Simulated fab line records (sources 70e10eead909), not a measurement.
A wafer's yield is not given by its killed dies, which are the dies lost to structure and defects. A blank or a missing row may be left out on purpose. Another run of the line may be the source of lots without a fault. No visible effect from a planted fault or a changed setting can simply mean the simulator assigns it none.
A lot that was struck, set against a sound lot ; flow nand-harc ; 14 out of 1159 route steps
Sound: wafers L118.3, L118.4, L118.5. The struck wafers were L129.3, L129.5, L129.6. At the end, the cause is stated.
Each step with rows lists, per side, the tool, then ch with its chambers, then its first start. Under that, the readings that differ: sound wafers ; struck wafers ; difference of the means ; sigmas: that difference in standard deviations of wafers without a fault.
alike: readings with means less than 2 such deviations apart, plus words and numbers identical on both sides. not compared: withheld readings, readings lacking a value on some wafer, bounds such as >300 that could conceal the same value, and numbers that have no deviation in the record and whose values overlap.
The two part at a step that has a row with sigmas, a row that says differs or no value, or rows on one side only. Numbers that have no deviation but don't overlap get no sigmas and don't part them. A reading missing from all wafers of one side parts the sides only when that side holds two or more wafers.

NHARC_P_BONDPAD_CD_MEAS_09: the cd target is 500 nm.
  sound on cd-sem-02 ch 0, day 7 06:40; struck on cd-sem-02 ch 0, day 10 09:29
  alike: cd-nm
NHARC_P_BONDPAD_OVL_MEAS_38:
  struck on overlay-02, day 10 09:34; sound on overlay-01, day 7 06:45
reading;sound;struck;difference;sigmas
overlay-y-nm (nm);-6 -6 -7;12 12 11;+18;+3
  alike: overlay-x-nm
then, 2 steps without rows for these wafers: NHARC_P_BONDPAD_HARDBAKE_10 (time 65 s); NHARC_P_BONDPAD_DESCUM_11 (chemistry O2, time 3 s).
NHARC_P_BONDPAD_ETCH_37: etches the open film in N2/H2, target depth 60 nm, overetch 18 nm, time 65.91 s.
  sound on rie-diel-11 ch 0,3, day 7 06:58; struck on rie-diel-01 ch 0,1, day 10 09:59
  alike: drypump-motor-current-A, n2-flow-sccm, oes-product-au, rf-vpp-V, showerhead-plenum-p-Torr, throttle-valve-pct
  not compared: rf-hours-counter-h
NHARC_P_BONDPAD_ETCH_12: etches the open film in CHF3/O2, target depth 200 nm, time 100 s.
  sound: rie-diel-11 ch 0,2; struck: rie-diel-01 ch 2,3
  alike: drypump-motor-current-A, oes-product-au, rf-vpp-V, showerhead-plenum-p-Torr, throttle-valve-pct
  not compared: rf-hours-counter-h
NHARC_P_BONDPAD_CD_MEAS_13:
  struck on cd-sem-02, day 10 10:14; sound on cd-sem-02, day 7 07:11
  alike: cd-nm
then, 1 step without rows for these wafers: NHARC_P_BONDPAD_STRIP_15 (strips in O2).
NHARC_P_BONDPAD_ETCH_24: etches the open film in CF4/N2, target depth 30 nm, time 72.99 s.
  sound: rie-diel-11 ch 1,2,3; struck: rie-diel-11 ch 0,2,3
  alike: cf4-flow-sccm, drypump-motor-current-A, n2-flow-sccm, oes-product-au, rf-vpp-V, showerhead-plenum-p-Torr, throttle-valve-pct
  not compared: rf-hours-counter-h
then, 1 step without rows for these wafers: NHARC_P_BONDPAD_STRIP_16 (strips in post etch residue remover, time 600 s).
NHARC_P_BONDPAD_DEGAS_25: time 60 s.
  struck on pvd-sputter-03, day 10 10:52; sound on pvd-sputter-02, day 7 07:49
  alike: heater-power-w
NHARC_P_BONDPAD_PRE_CLEAN_26: time 30 s.
  sound on pvd-sputter-02; struck on pvd-sputter-03
  alike: heater-power-w
NHARC_P_BONDPAD_PVD_17: deposits TaN, target thk 5 nm, time 8.06 s.
  struck on pvd-sputter-03, day 10 11:01; sound on pvd-sputter-02, day 7 07:56
reading;sound;struck;difference;sigmas
cathode-dc-power-W (W);15000 15004 15000;16304 16300 16299;+1300;+99 or more
  alike: throttle-valve-pct
then, 1 step without rows for these wafers: NHARC_P_BONDPAD_PVD_27 (deposits Cu, target thk 30 nm, time 20.49 s).

WHERE THEY PART
First at NHARC_P_BONDPAD_OVL_MEAS_38; last, within this record, at NHARC_P_BONDPAD_PVD_17.

WHY: what had been put in by the simulator
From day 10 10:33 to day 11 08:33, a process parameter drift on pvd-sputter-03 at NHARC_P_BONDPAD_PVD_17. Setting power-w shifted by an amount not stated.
